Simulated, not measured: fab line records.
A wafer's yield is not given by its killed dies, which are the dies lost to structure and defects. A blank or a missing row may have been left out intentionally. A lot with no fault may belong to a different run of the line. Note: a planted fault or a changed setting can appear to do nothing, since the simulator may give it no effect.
Chamber matching :: flow n5-finfet :: N5_FIN_SAQP_HM_DEP_03 on pecvd-01: 3 sister chambers
The step deposits SiNx from SiH4/NH3/N2, target thk 38 nm, time 33.6 s. 18 wafers are shown with their chamber, then 9 later ones without.

WAFERS PAIRED WITH THEIR CHAMBERS
wafer: L077.1
chamber: 1
showerhead-plenum-p-Torr (Torr): 5.20
throttle-valve-pct (%): 39.6
heater-power-w (W): 852

wafer: L077.5
chamber: 2
showerhead-plenum-p-Torr (Torr): 5.21
throttle-valve-pct (%): 38.5
heater-power-w (W): 634

wafer: L077.6
chamber: 1
showerhead-plenum-p-Torr (Torr): 5.21
throttle-valve-pct (%): 39.7
heater-power-w (W): 861

wafer: L081.2
chamber: 0
showerhead-plenum-p-Torr (Torr): 5.06
throttle-valve-pct (%): 40.5
heater-power-w (W): 742

wafer: L081.4
chamber: 0
showerhead-plenum-p-Torr (Torr): 5.04
throttle-valve-pct (%): 40.6
heater-power-w (W): 758

wafer: L081.5
chamber: 2
showerhead-plenum-p-Torr (Torr): 5.20
throttle-valve-pct (%): 38.6
heater-power-w (W): 722

wafer: L082.1
chamber: 0
showerhead-plenum-p-Torr (Torr): 5.06
throttle-valve-pct (%): 40.7
heater-power-w (W): 795

wafer: L082.2
chamber: 1
showerhead-plenum-p-Torr (Torr): 5.20
throttle-valve-pct (%): 39.9
heater-power-w (W): 882

wafer: L082.5
chamber: 0
showerhead-plenum-p-Torr (Torr): 5.05
throttle-valve-pct (%): 40.5
heater-power-w (W): 804

wafer: L083.3
chamber: 0
showerhead-plenum-p-Torr (Torr): 5.06
throttle-valve-pct (%): 40.7
heater-power-w (W): 775

wafer: L083.5
chamber: 2
showerhead-plenum-p-Torr (Torr): 5.21
throttle-valve-pct (%): 38.7
heater-power-w (W): 694

wafer: L083.6
chamber: 0
showerhead-plenum-p-Torr (Torr): 5.05
throttle-valve-pct (%): 40.8
heater-power-w (W): 769

wafer: L087.1
chamber: 1
showerhead-plenum-p-Torr (Torr): 5.21
throttle-valve-pct (%): 39.6
heater-power-w (W): 883

wafer: L087.2
chamber: 2
showerhead-plenum-p-Torr (Torr): 5.20
throttle-valve-pct (%): 38.7
heater-power-w (W): 730

wafer: L087.3
chamber: 0
showerhead-plenum-p-Torr (Torr): 5.05
throttle-valve-pct (%): 40.6
heater-power-w (W): 847

wafer: L089.1
chamber: 1
showerhead-plenum-p-Torr (Torr): 5.20
throttle-valve-pct (%): 40.0
heater-power-w (W): 770

wafer: L089.2
chamber: 2
showerhead-plenum-p-Torr (Torr): 5.21
throttle-valve-pct (%): 38.8
heater-power-w (W): 673

wafer: L089.3
chamber: 0
showerhead-plenum-p-Torr (Torr): 5.07
throttle-valve-pct (%): 40.7
heater-power-w (W): 759

SIGNATURES, as means of the wafers listed above
reading: showerhead-plenum-p-Torr
chamber 0: 5.0550
chamber 1: 5.2040
chamber 2: 5.2060
scatter within a chamber: 0.00748

reading: throttle-valve-pct
chamber 0: 40.638
chamber 1: 39.760
chamber 2: 38.660
scatter within a chamber: 0.132

reading: heater-power-w
chamber 0: 781.12
chamber 1: 849.60
chamber 2: 690.60
scatter within a chamber: 38.7
Rule: distance of a wafer from a chamber = root of the sum over the readings of ((wafer's reading minus chamber's mean) / reading's scatter) squared. The wafer belongs to the nearest chamber; if the next one is less than 2 further off, it can't be placed. The scatter is the square root of a quotient: the sum, over the shown wafers, of each reading's squared deviation from its chamber's mean, divided by wafers minus chambers.

WAFERS MISSING THEIR CHAMBER
wafer: L091.2
showerhead-plenum-p-Torr (Torr): 5.21
throttle-valve-pct (%): 39.1
heater-power-w (W): 640

wafer: L091.4
showerhead-plenum-p-Torr (Torr): 5.07
throttle-valve-pct (%): 40.9
heater-power-w (W): 855

wafer: L091.6
showerhead-plenum-p-Torr (Torr): 5.22
throttle-valve-pct (%): 39.0
heater-power-w (W): 655

wafer: L093.1
showerhead-plenum-p-Torr (Torr): 5.07
throttle-valve-pct (%): 40.6
heater-power-w (W): 878

wafer: L093.5
showerhead-plenum-p-Torr (Torr): 5.22
throttle-valve-pct (%): 39.8
heater-power-w (W): 915

wafer: L093.6
showerhead-plenum-p-Torr (Torr): 5.21
throttle-valve-pct (%): 38.9
heater-power-w (W): 637

wafer: L094.2
showerhead-plenum-p-Torr (Torr): 5.21
throttle-valve-pct (%): 39.0
heater-power-w (W): 715

wafer: L094.3
showerhead-plenum-p-Torr (Torr): 5.19
throttle-valve-pct (%): 39.7
heater-power-w (W): 805

wafer: L094.6
showerhead-plenum-p-Torr (Torr): 5.22
throttle-valve-pct (%): 39.0
heater-power-w (W): 699

WHICH CHAMBER EACH WENT THROUGH
wafer: L091.2
from the rows above: 2
in truth: 2

wafer: L091.4
from the rows above: 0
in truth: 0

wafer: L091.6
from the rows above: 2
in truth: 2

wafer: L093.1
from the rows above: 0
in truth: 0

wafer: L093.5
from the rows above: 1
in truth: 1

wafer: L093.6
from the rows above: 2
in truth: 2

wafer: L094.2
from the rows above: 2
in truth: 2

wafer: L094.3
from the rows above: 1
in truth: 1

wafer: L094.6
from the rows above: 2
in truth: 2
Placed correctly: 9 of 9. Number that these rows cannot place: 0. Wrongly placed: 0.
